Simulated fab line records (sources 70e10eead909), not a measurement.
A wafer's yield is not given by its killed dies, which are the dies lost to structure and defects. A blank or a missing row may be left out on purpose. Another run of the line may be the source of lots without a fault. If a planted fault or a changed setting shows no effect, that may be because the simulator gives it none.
Which tool is to blame? | flow nandHarc | 36 wafers sampled from 12 lots at 1 step of a route of 1159

== WHAT THE GAUGES SHOWED, per wafer ==
NHARC_P_START_INSPECT_01.
lot  | measured    | on               | rawDefectCount
L075 | day 1 18:02 | defectInspect-01 | 7 2 4
L077 | day 2 06:02 | defectInspect-02 | 4 4 1
L079 | day 2 18:02 | defectInspect-02 | 1 5 2
L081 | day 3 06:02 | defectInspect-02 | 4 5 4
L083 | day 3 18:02 | defectInspect-02 | 9 4 2
L085 | day 4 06:02 | defectInspect-01 | 3 2 4
L087 | day 4 18:02 | defectInspect-01 | 3 2 1
L089 | day 5 06:02 | defectInspect-02 | 5 7 3
L091 | day 5 18:02 | defectInspect-01 | 1 6 4
L093 | day 6 06:02 | defectInspect-01 | 3 4 4
L095 | day 6 18:02 | defectInspect-01 | 3 2 4
L097 | day 7 06:02 | defectInspect-01 | 2 1 4

== WHAT TOOL EACH LOT RAN ON (gives the tool, then ch and the chambers of the sampled wafers, and finally the start) ==
The record shows no process step preceding these readings.

== THE ANSWER, worked out from the rows above alone ==
Rule: what is usual is taken from the lots themselves. The widest of any qualifying gaps counts: lots, ordered by their means at a reading, are off when they make up no more than a third of the lots, leave a main group of 4 or more, and stand apart from it by 3 or more times the standard deviation of that group's means. If all means in a main group match to the digits the tables above print for the reading, that group is not used. A lot without any number at a reading at which 4 lots or more have one is off too. Where the step has rows for the other lots, those lots are counted as sound.
Across all readings shown, no lot is off: no conclusion can be drawn from this.

== WHAT HAD BEEN PUT IN BY THE SIMULATOR ==
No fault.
